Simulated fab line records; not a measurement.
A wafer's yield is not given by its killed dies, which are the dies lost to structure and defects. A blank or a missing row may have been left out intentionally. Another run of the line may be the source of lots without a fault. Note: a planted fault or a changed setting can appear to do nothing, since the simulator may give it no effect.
Matching of chambers / flow n5Finfet / uvCure-01 running N5_BEOL_M9_CURE_72: 3 sister chambers
The step cures SiCOH lowk, time 120 s. 3 wafers are shown with their chamber, then 8 later ones without.

WAFERS WITH THEIR CHAMBER
wafer=L082.6 chamber=0 wafer_temp_C_max=371.3
wafer=L084.6 chamber=1 wafer_temp_C_max=371.3
wafer=L086.1 chamber=2 wafer_temp_C_max=372.8

WAFERS WITHOUT THEIR CHAMBER
wafer=L086.2 wafer_temp_C_max=372.0
wafer=L086.3 wafer_temp_C_max=372.1
wafer=L091.2 wafer_temp_C_max=371.4
wafer=L091.4 wafer_temp_C_max=371.2
wafer=L091.5 wafer_temp_C_max=370.9
wafer=L097.2 wafer_temp_C_max=370.7
wafer=L097.3 wafer_temp_C_max=370.5
wafer=L097.5 wafer_temp_C_max=371.0

EACH ONE'S CHAMBER
wafer=L086.2; from the rows above=can't be placed: 0 or 1 or 2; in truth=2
wafer=L086.3; from the rows above=can't be placed: 2 or 0 or 1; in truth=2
wafer=L091.2; from the rows above=can't be placed: 0 or 1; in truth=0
wafer=L091.4; from the rows above=can't be placed: 0 or 1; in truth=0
wafer=L091.5; from the rows above=can't be placed: 0 or 1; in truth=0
wafer=L097.2; from the rows above=can't be placed: 0 or 1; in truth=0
wafer=L097.3; from the rows above=can't be placed: 0 or 1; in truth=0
wafer=L097.5; from the rows above=can't be placed: 0 or 1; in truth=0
Correct placement for 0 of the 8. These rows do not allow placing 8 (true chamber among the candidates in 8). Placed wrongly: 0.
How it was worked out, from the rows above alone: a wafer's distance from a chamber is the root of the sum, over the readings, of the square of ((its reading less the chamber's mean) divided by the reading's scatter). The wafer belongs to the nearest chamber; if the next one is less than 2 further off, it can't be placed. For every chamber, the mean is computed from those of its wafers that are shown. The scatter (one wafer shown for each chamber): square how far every hidden wafer sits from the nearest shown wafer, average those squares and take the square root.
